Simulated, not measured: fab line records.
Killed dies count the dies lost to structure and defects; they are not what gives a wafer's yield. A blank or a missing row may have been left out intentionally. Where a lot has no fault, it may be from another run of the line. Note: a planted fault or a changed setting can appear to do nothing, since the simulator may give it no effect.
fab line records :: flow n5Finfet
[record]
  lots = 4
  wafers = 11
  lastDay = 16
route steps=1938 shown MOL_CONTACT_COAG@550 PASSIVATION@1936
lots that met no fault: from a run of the same line without faults
startH: the number of hours between the record's first day and the start of the first shown wafer of the lot :: waitH: hours since the lot's step before :: " same as the row above :: L1.1+2: a row that stands for several wafers :: - no value, or no start given :: * or withheld: withheld :: < > ~ a bound
route shown NAME@n: a module of which the file shows steps, and the number in the route of the first :: usual: average and standard deviation across the fault-free wafers :: same: alike in all rows :: chamber/n: place in a boat :: sites: readings site by site :: _std_site: the values' standard deviation :: _edge_site: the outer-site mean with the inner-site mean subtracted :: radiusMm: for every site, how far away it sits from the centre of the wafer :: mask NAME#n: copy n :: behind: the tool/chamber that last shaped the wafer :: hold: the reason the lot was held/the length of the hold in hours/how it ended :: device: transistor that didn't switch, given as n, p or np :: end of line: the tests these same wafers got at the end of their route :: a step with no rows: only its recipe :: killed: the dies lost at the first sort to structure and to defects; this is not the yield of the wafer :: map: dies across one wafer; x = killed, . = not, _ = none there
set.NAME: the setting the step ran with; set.NAME@STEP: the setting that earlier step ran with :: model.NAME: the simulator's own value behind a step, which no gauge read
lots seen at some steps along the route; tables by step, rows by wafer
services: from which hour (startH, from the record's first day; less than 0 if before it) a tool's chamber was out of use, for how many hours, and why
[[steps]]
[step N5_MOL_CONTACT_COAG_PRE_CLEAN_142]
[recipe]
  gas = H2/He
  timeS = 60
  tempC = 300
[step N5_MOL_CONTACT_COAG_SPUTTER_130]
[recipe]
  material = Co
  targetThkA = 475
  tempC = 25
  chamberPressurePa = 0.5
  powerW = 3000
[step N5_MOL_CONTACT_COAG_PRECLEAN_125]
[recipe]
  chemistry = DIW
  timeS = 57.5
  tempC = 23
[step N5_MOL_CONTACT_COAG_SRD_126]
[recipe]
  dryTimeS = 32
  dry = n2Spin
  spinRpm = 1500
[step N5_MOL_CONTACT_COAG_CMP_23]
[recipe]
  stopOn = SiO2
  tOverpolishS = 1.5
  postCmpClean = cuAlkaline
  downForcePsi = 2
  platenRpm = 50.289
  padVelocityMS = 1.0006
  targetThkNm = 0
[step N5_MOL_CONTACT_COAG_WET_ETCH_26]
[recipe]
  target = Co
  targetDepthNm = 13
[step N5_MOL_CONTACT_COAG_WET_ETCH_116]
[recipe]
  chemistry = SC1-inhibited
  targetDepthNm = 4.6
  dry = ipaMarangoni
  rinseTimeS = 30
  rinseTempC = 23
[step N5_MOL_CONTACT_COAG_ALD_27]
[recipe]
  material = SiOC
  targetThkA = 170
  tempC = 400
  aldPrecursorFamily = carbosiloxane
  aldCoReactant = H2-plasma
  pulseTimeS = 1.5
  timeS = 2720
  purgeTimeS = 2
  coReactantPurgeTimeS = 2
  aldCycles = 340
  pressureTorr = 2
[step N5_MOL_CONTACT_COAG_CMP_28]
[recipe]
  stopOn = SiNx
  tOverpolishS = 0.85
  postCmpClean = alkalineBrush
  downForcePsi = 4.15
  platenRpm = 51.8
  padVelocityMS = 1.0307
  targetThkNm = 14.522
[step N5_MOL_CONTACT_COAG_ALD_123]
[recipe]
  material = SiNx
  targetThkA = 50
  tempC = 400
  aldPrecursorFamily = SiH2I2
  aldCoReactant = N2/H2-plasma
  pulseTimeS = 1
  purgeTimeS = 2
  coReactantPurgeTimeS = 2
  aldCycles = 100
  pressureTorr = 2
[usual]
  aldCycles = 100/0
  heaterPowerW = 850/78
  precursorPulseHeightRel = 0.999/0.019
  susceptorTempC = 399.95/0.22
lot.wafer: L754.2
tool: aldSin-01
chamber: 2
startH: 106.92
waitH: 0.3
aldCycles: 100
heaterPowerW: 829
precursorPulseHeightRel: 0.991
susceptorTempC: 400.00
model.SiNx_of_MOL_CONTACT_COAG_ALD_123.thkNm: 5

lot.wafer: L754.3
tool: aldSin-01
chamber: 1
startH: 106.92
waitH: 0.3
aldCycles: 100
heaterPowerW: 803
precursorPulseHeightRel: 1.011
susceptorTempC: 399.69
model.SiNx_of_MOL_CONTACT_COAG_ALD_123.thkNm: 5

lot.wafer: L754.6
tool: aldSin-01
chamber: 0
startH: 106.92
waitH: 0.3
aldCycles: 100
heaterPowerW: 836
precursorPulseHeightRel: 1.000
susceptorTempC: 399.97
model.SiNx_of_MOL_CONTACT_COAG_ALD_123.thkNm: 5

lot.wafer: L764.1
tool: aldSin-01
chamber: 2
startH: 158.33
waitH: 0.0
aldCycles: 78
heaterPowerW: 822
precursorPulseHeightRel: 1.013
susceptorTempC: 399.72
model.SiNx_of_MOL_CONTACT_COAG_ALD_123.thkNm: 4

lot.wafer: L764.4
tool: aldSin-01
chamber: 3
startH: 158.33
waitH: 0.0
aldCycles: 100
heaterPowerW: 859
precursorPulseHeightRel: 0.984
susceptorTempC: 400.15
model.SiNx_of_MOL_CONTACT_COAG_ALD_123.thkNm: 5

lot.wafer: L764.5
tool: aldSin-01
chamber: 0
startH: 158.33
waitH: 0.0
aldCycles: 100
heaterPowerW: 862
precursorPulseHeightRel: 0.995
susceptorTempC: 399.71
model.SiNx_of_MOL_CONTACT_COAG_ALD_123.thkNm: 5

lot.wafer: L766.4
tool: aldSin-01
chamber: 3
startH: 169.36
waitH: 0.0
aldCycles: 100
heaterPowerW: 880
precursorPulseHeightRel: 1.016
susceptorTempC: 399.77
model.SiNx_of_MOL_CONTACT_COAG_ALD_123.thkNm: 5

lot.wafer: L766.6
tool: aldSin-01
chamber: 0
startH: 169.36
waitH: 0.0
aldCycles: 78
heaterPowerW: 850
precursorPulseHeightRel: 1.015
susceptorTempC: 399.66
model.SiNx_of_MOL_CONTACT_COAG_ALD_123.thkNm: 4

lot.wafer: L770.1
tool: aldSin-04
chamber: 0
startH: 192.74
waitH: 1.2
aldCycles: 100
heaterPowerW: 752
precursorPulseHeightRel: 1.011
susceptorTempC: 399.72
model.SiNx_of_MOL_CONTACT_COAG_ALD_123.thkNm: 5

lot.wafer: L770.4
tool: aldSin-04
chamber: 3
startH: 192.74
waitH: 1.2
aldCycles: 100
heaterPowerW: 927
precursorPulseHeightRel: 1.022
susceptorTempC: 399.94
model.SiNx_of_MOL_CONTACT_COAG_ALD_123.thkNm: 5

lot.wafer: L770.6
tool: aldSin-04
chamber: 3
startH: 192.74
waitH: 1.2
aldCycles: 100
heaterPowerW: 909
precursorPulseHeightRel: 0.995
susceptorTempC: 399.62
model.SiNx_of_MOL_CONTACT_COAG_ALD_123.thkNm: 5
[step N5_MOL_CONTACT_COAG_PECVD_31]
[recipe]
  material = SiO2
  targetThkA = 460
  tempC = 400
  precursor = TEOS/O2
  pressureTorr = 6.5
  rfW = withheld
  teosFlowSccm = withheld
  gas = O2
  flowSccm = 2650
  timeS = 8.9
[step N5_MOL_CONTACT_COAG_COAT_75]
[recipe]
  resist = SOC
  tempC = 250
  timeS = 60
  spinRpm = 1500
  resistThkNm = 60
[step N5_MOL_CONTACT_COAG_COAT_76]
[recipe]
  resist = SiARC
  tempC = 220
  timeS = 60
  spinRpm = 1500
  resistThkNm = 10
[step N5_MOL_CONTACT_COAG_COAT_77]
[recipe]
  resist = underlayer
  tempC = 205
  timeS = 60
  spinRpm = 1500
  resistThkNm = 10
[step N5_MOL_CONTACT_COAG_COAT_78]
[recipe]
  resist = CAR-EUV
  spinRpm = 1500
  resistThkNm = 40
[step N5_MOL_CONTACT_COAG_EBR_80]
[recipe]
  solvent = PGMEA
  ebrWidthMm = 1.5
[step N5_MOL_CONTACT_COAG_SOFTBAKE_79]
[recipe]
  tempC = 110
  timeS = 60
  resist = CAR-EUV
[step N5_MOL_CONTACT_COAG_EXPOSE_81]
[recipe]
  maskId = VG
  na = 0.33
  sourceShape = annular
  sigmaInner = 0.3
  sigmaOuter = 0.7
  polarization = unpolarized
  defocusNm = 0
  doseMj = 59.5
[step N5_MOL_CONTACT_COAG_PEB_82]
[recipe]
  pebTempC = 100
  pebTimeS = 60
  resist = CAR-EUV
[step N5_MOL_CONTACT_COAG_DEVELOP_83]
[recipe]
  developTimeS = 30
  developer = TMAH
  resist = CAR-EUV
  rinseLiquid = surfactantRinse
  dry = airSpin
  devTempC = 23
[step N5_MOL_CONTACT_COAG_DESCUM_88]
[recipe]
  chemistry = O2
  timeS = 7
  sourcePowerW = 50
  biasPowerW = 20
  pressureMtorr = 20
  rfFrequencyHz = 2.712e+07
  tempC = 40
  resist = CAR-EUV
  o2FlowSccm = 225
[step N5_MOL_CONTACT_COAG_ETCH_89]
[recipe]
  chemistry = N2/H2
  target = underlayer
  targetDepthA = 130
  maskMaterial = CAR-EUV
  timeS = 10.4
  ionEnergyEv = 200
  pressureMtorr = 30
  sourceW = 840
  biasW = 150
  n2FlowSccm = 200
  h2FlowSccm = 200
  ends = cleared
[step N5_MOL_CONTACT_COAG_ETCH_90]
[recipe]
  chemistry = CF4
  target = SiARC
  targetDepthA = 130
  maskMaterial = CAR-EUV
  timeS = 21.7
  ionEnergyEv = 80
  pressureMtorr = 40
  sourceW = 545
  biasW = 36
  Ar_flow_sccm = 100
  cf4FlowSccm = 100
  ends = cleared
[step N5_MOL_CONTACT_COAG_ALD_131]
[recipe]
  material = SiO2
  targetThkA = 50
  tempC = 100
  aldPrecursorFamily = BDEAS
  aldCoReactant = O2-plasma
  pulseTimeS = 1
  coReactantPulseTimeS = 1
  purgeTimeS = 2
  coReactantPurgeTimeS = 2
  aldCycles = 35
  pressureTorr = 2
[step N5_MOL_CONTACT_COAG_ETCHBACK_132]
[recipe]
  chemistry = CHF3
  target = SiO2
  targetDepthA = 100
  timeS = 6.7
  ionEnergyEv = 200
  pressureMtorr = 30
  sourceW = 610
  biasW = 170
  Ar_flow_sccm = 200
  CHF3_flow_sccm = 50
[step N5_MOL_CONTACT_COAG_ETCH_91]
[recipe]
  chemistry = N2/H2
  target = SOC
  targetDepthA = 600
  overetchA = 210
  maskMaterial = SiARC
  tempC = 40
  timeS = 101.2
  ionEnergyEv = 200
  pressureMtorr = 30
  sourceW = 840
  biasW = 150
  n2FlowSccm = 200
  h2FlowSccm = 200
[step N5_MOL_CONTACT_COAG_STRIP_92]
[recipe]
  chemistry = N2/H2
  tempC = 40
  n2FlowSccm = 200
  h2FlowSccm = 200
  rfFrequencyHz = 6e+07
[step N5_MOL_CONTACT_COAG_STRIP_93]
[recipe]
  chemistry = N2/H2
  tempC = 40
  n2FlowSccm = 200
  h2FlowSccm = 200
  rfFrequencyHz = 6e+07
[step N5_MOL_CONTACT_COAG_ETCHBACK_135]
[recipe]
  chemistry = CHF3
  target = SiO2
  targetDepthA = 250
  timeS = 16.7
  ionEnergyEv = 200
  pressureMtorr = 30
  sourceW = 610
  biasW = 170
  Ar_flow_sccm = 200
  CHF3_flow_sccm = 50
[step N5_MOL_CONTACT_COAG_STRIP_118]
[recipe]
  chemistry = CHF3
  resist = SiARC
  rfFrequencyHz = 6e+07
[step N5_MOL_CONTACT_COAG_VIA_ETCH_46]
[recipe]
  chemistry = C4F6/O2
  targetDepthA = 460
  overetchA = 92
  maskMaterial = SOC
  target = SiO2
  biasW = 455
  pressureMtorr = 10
  timeS = 40
  sourceW = 325
  Ar_flow_sccm = 300
  C4F6_flow_sccm = 10
  O2_flow_sccm = 10
  ionEnergyEv = 575.3
  ends = endPoint
[step N5_MOL_CONTACT_COAG_STRIP_96]
[recipe]
  chemistry = N2/H2
  powerW = 500
  tempC = 40
  pressureMtorr = 50
  rfFrequencyHz = 6e+07
  overashFraction = 0.3
  biasPowerW = 28
  h2Frac = 0.5
  n2FlowSccm = 300
  h2FlowSccm = 300
[step N5_MOL_CONTACT_COAG_ETCH_47]
[recipe]
  chemistry = CH3F/O2
  target = SiNx
  targetDepthA = 270
  maskMaterial = SiO2
  stopOn = W
  overEtchFrac = 0.2
  ionEnergyEv = 120
  endpoint = OES-CN
  pressureMtorr = 30
  sourceW = 395
  biasW = 73
  Ar_flow_sccm = 150
  CH3F_flow_sccm = 30
  O2_flow_sccm = 20
  ends = endPoint
[step N5_MOL_CONTACT_COAG_STRIP_119]
[recipe]
  chemistry = N2/H2
  timeS = 30
  powerW = 1000
  tempC = 250
  pressureMtorr = withheld
  n2FlowSccm = 1750
  h2FlowSccm = 3250
[step N5_MOL_CONTACT_COAG_PRECLEAN_144]
[recipe]
  chemistry = alkalineClean
  tempC = 60
  timeS = 60
  doPpb = 50
[step N5_MOL_CONTACT_COAG_SRD_145]
[recipe]
  dry = ipaMarangoni
  timeS = 30
  tempC = 23
  rinseLiquid = diw
[step N5_MOL_CONTACT_COAG_ETCH_124]
[recipe]
  chemistry = CH3F/O2
  target = SiNx
  targetDepthA = 65
  maskMaterial = SOC
  stopOn = SiOC
  overEtchFrac = 0.3
  ionEnergyEv = 120
  pressureMtorr = 30
  sourceW = 395
  biasW = 73
  Ar_flow_sccm = 150
  CH3F_flow_sccm = 30
  O2_flow_sccm = 20
  ends = endPoint
[usual]
  chamberPressureMTorr = 29.999/0.028
  drypumpMotorCurrentA = 5.8/0.56
  oes_ar_750_au = 0.81/0.086
  oesProductAu = 0.69/0.074
  rfVppV = 294/4.6
  showerheadPlenumPTorr = 1.97/0.063
  throttleValvePct = 16.24/0.28
[same]
  overEtchFrac = 0.3
lot.wafer: L754.2
tool: rieDiel-06
chamber: 1
startH: 110.15
waitH: 0.0
chamberPressureMTorr: 30.017
drypumpMotorCurrentA: 5.9
oes_ar_750_au: 0.70
oesProductAu: 0.59
rfHoursCounterH: 236
rfVppV: 291
showerheadPlenumPTorr: 1.89
throttleValvePct: 16.33
model.etch.depthNm: 4.996

lot.wafer: L754.3
tool: rieDiel-06
chamber: 0
startH: 110.15
waitH: 0.0
chamberPressureMTorr: 29.993
drypumpMotorCurrentA: 4.9
oes_ar_750_au: 0.74
oesProductAu: 0.62
rfHoursCounterH: 186
rfVppV: 292
showerheadPlenumPTorr: 1.90
throttleValvePct: 16.70
model.etch.depthNm: 5.026

lot.wafer: L754.6
tool: rieDiel-06
chamber: 1
startH: 110.15
waitH: 0.0
chamberPressureMTorr: 30.019
drypumpMotorCurrentA: 5.9
oes_ar_750_au: 0.70
oesProductAu: 0.60
rfHoursCounterH: -
rfVppV: 293
showerheadPlenumPTorr: 1.89
throttleValvePct: 16.33
model.etch.depthNm: 4.993

lot.wafer: L764.1
tool: rieDiel-02
chamber: 1
startH: 161.56
waitH: 0.0
chamberPressureMTorr: 30.028
drypumpMotorCurrentA: 5.5
oes_ar_750_au: 0.89
oesProductAu: 0.67
rfHoursCounterH: 29
rfVppV: 294
showerheadPlenumPTorr: 1.96
throttleValvePct: 15.79
model.etch.depthNm: 3.966

lot.wafer: L764.4
tool: rieDiel-02
chamber: 2
startH: 161.56
waitH: 0.0
chamberPressureMTorr: 29.987
drypumpMotorCurrentA: 6.2
oes_ar_750_au: 0.81
oesProductAu: 0.68
rfHoursCounterH: 85
rfVppV: 287
showerheadPlenumPTorr: 1.95
throttleValvePct: 16.37
model.etch.depthNm: 5.026

lot.wafer: L764.5
tool: rieDiel-02
chamber: 1
startH: 161.56
waitH: 0.0
chamberPressureMTorr: 29.973
drypumpMotorCurrentA: 5.5
oes_ar_750_au: 0.89
oesProductAu: 0.76
rfHoursCounterH: -
rfVppV: 293
showerheadPlenumPTorr: 1.96
throttleValvePct: 15.80
model.etch.depthNm: 5.029

lot.wafer: L766.4
tool: rieDiel-05
chamber: 2
startH: 172.24
waitH: 0.0
chamberPressureMTorr: 30.031
drypumpMotorCurrentA: 6.6
oes_ar_750_au: 0.71
oesProductAu: 0.61
rfHoursCounterH: -
rfVppV: 303
showerheadPlenumPTorr: 1.98
throttleValvePct: 16.41
model.etch.depthNm: 5.011

lot.wafer: L766.6
tool: rieDiel-05
chamber: 3
startH: 172.24
waitH: 0.0
chamberPressureMTorr: 29.987
drypumpMotorCurrentA: 4.9
oes_ar_750_au: 0.82
oesProductAu: 0.63
rfHoursCounterH: -
rfVppV: 295
showerheadPlenumPTorr: 1.97
throttleValvePct: 15.88
model.etch.depthNm: 3.91

lot.wafer: L770.1
tool: rieDiel-02
chamber: 1
startH: 196.10
waitH: 0.0
chamberPressureMTorr: 29.994
drypumpMotorCurrentA: 5.5
oes_ar_750_au: 0.86
oesProductAu: 0.74
rfHoursCounterH: 42
rfVppV: 292
showerheadPlenumPTorr: 1.95
throttleValvePct: 15.81
model.etch.depthNm: 5.049

lot.wafer: L770.4
tool: rieDiel-02
chamber: 2
startH: 196.10
waitH: 0.0
chamberPressureMTorr: 30.009
drypumpMotorCurrentA: 6.2
oes_ar_750_au: 0.79
oesProductAu: 0.67
rfHoursCounterH: 97
rfVppV: 287
showerheadPlenumPTorr: 1.95
throttleValvePct: 16.38
model.etch.depthNm: 5.047

lot.wafer: L770.6
tool: rieDiel-02
chamber: 1
startH: 196.10
waitH: 0.0
chamberPressureMTorr: 30.012
drypumpMotorCurrentA: 5.5
oes_ar_750_au: 0.87
oesProductAu: 0.74
rfHoursCounterH: -
rfVppV: 293
showerheadPlenumPTorr: 1.95
throttleValvePct: 15.82
model.etch.depthNm: 5.039
[step N5_PASSIVATION_PROBE_49]
[usual]
  killed_at_M0_to_M3 = 36/10
  killed_at_M4_up = 13/5.5
  killedAtContacts = 12/5.6
  killedAtFrontEnd = 42/12
  killedAtOther = 4/3.2
  killedDies = 108/18
  killedOpen = 71/13
  killedShort = 34/7.8
[same]
  grossDies = 1180
  killedAtBackSide = 0
lot.wafer: L770.1
tool: prober-01
chamber: -
startH: 373.41
waitH: 0.0
killed_at_M0_to_M3: 49
killed_at_M4_up: 18
killedAtContacts: 14
killedAtFrontEnd: 30
killedAtOther: 1
killedDies: 112
killedOpen: 74
killedShort: 37

lot.wafer: L770.4
tool: prober-01
chamber: -
startH: 373.56
waitH: 0.2
killed_at_M0_to_M3: 37
killed_at_M4_up: 17
killedAtContacts: 6
killedAtFrontEnd: 24
killedAtOther: 5
killedDies: 89
killedOpen: 55
killedShort: 32

lot.wafer: L770.6
tool: prober-01
chamber: -
startH: 373.66
waitH: 0.3
killed_at_M0_to_M3: 32
killed_at_M4_up: 12
killedAtContacts: 5
killedAtFrontEnd: 48
killedAtOther: 2
killedDies: 99
killedOpen: 63
killedShort: 33
// killed by level:class
L770.1 BEOL_M0_SAQP:geometricParticle:open=16 BEOL_M0_SAQP:geometricParticle:short=10 MOL_CONTACT_COAG:geometricParticle:open=10 BEOL_M2:geometricParticle:open=9 STI_FIN_REVEAL:geometricParticle:open=8 BEOL_M4:geometricParticle:open=7 STARTING-WAFER:geometricParticle:short=6 BEOL_M2:geometricParticle:short=5
L770.4 BEOL_M0_SAQP:geometricParticle:short=9 BEOL_M0_SAQP:geometricParticle:open=9 BEOL_M3:geometricParticle:open=9 BEOL_M2:geometricParticle:open=6 FIN_SAQP:geometricParticle:short=5 STI_FIN_REVEAL:geometricParticle:open=5 MOL_CONTACT_COAG:geometricParticle:open=5 FIN_SAQP:geometricParticle:open=4
L770.6 FIN_SAQP:geometricParticle:open=12 FIN_SAQP:geometricParticle:short=8 BEOL_M0:geometricParticle:open=8 BEOL_M0_SAQP:geometricParticle:short=7 BEOL_M0_SAQP:geometricParticle:open=6 MOL_CONTACT_COAG:geometricParticle:open=5 STARTING-WAFER:geometricParticle:open=5 DUMMY_GATE:geometricParticle:open=4
[[services]]
tool: rieDiel-06
chamber: 2
startH: 89.66
hours: 4.8
kind: repair

tool: aldSin-04
chamber: 0
startH: 101.13
hours: 1.9
kind: repair

tool: rieDiel-02
chamber: 0
startH: 126.72
hours: 16.1
kind: repair

tool: rieDiel-06
chamber: 1
startH: 151.02
hours: -
kind: clean

tool: rieDiel-06
chamber: 1
startH: 151.02
hours: -
kind: consumableReplace:focusRing

tool: rieDiel-06
chamber: 1
startH: 151.02
hours: -
kind: consumableReplace:showerhead

tool: rieDiel-06
chamber: 1
startH: 151.02
hours: 25.5
kind: scheduledDown

tool: rieDiel-06
chamber: 1
startH: 151.02
hours: 25.5
kind: ventCycle

tool: rieDiel-05
chamber: 1
startH: 162.15
hours: 36.3
kind: repair
[[key]]
[firstSign]
  step = N5_MOL_CONTACT_COAG_ALD_123
  reading = aldCycles
  direction = down
  sigmas = 99+
  usual = *
  struck = *
effect none on later readings
[modelEffect]
  step = N5_MOL_CONTACT_COAG_ALD_123
  value = SiNx_of_MOL_CONTACT_COAG_ALD_123.thkNm
  without = 5
  struck = 4
[modelEffect]
  step = N5_MOL_CONTACT_COAG_ETCH_124
  value = etch.depthNm
  without = 5.038
  struck = 3.938
metAt N5_MOL_CONTACT_COAG_ALD_123
struckWafers L764.1,L766.6
testerLeftOut L764,L766
onsetBetween 106.92 158.33
[fault]
  kind = processParameterDrift
  tool = aldSin-01
  chamber = -
  onsetH = 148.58
  steps = N5_MOL_CONTACT_COAG_ALD_123
  channel = aldCycles
  offset = *
  shape = step
  endH = 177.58
  scope = struckWafersOnly
  actsIn = *
  stated = *
// testerLeftOut: of these lots the tester's yield and bins aren't shown, on N5 and GAA mostly nor the transistor test; their killed dies are dies lost to structure and defects alone, not to doping, threshold or leakage, so they don't give the yield
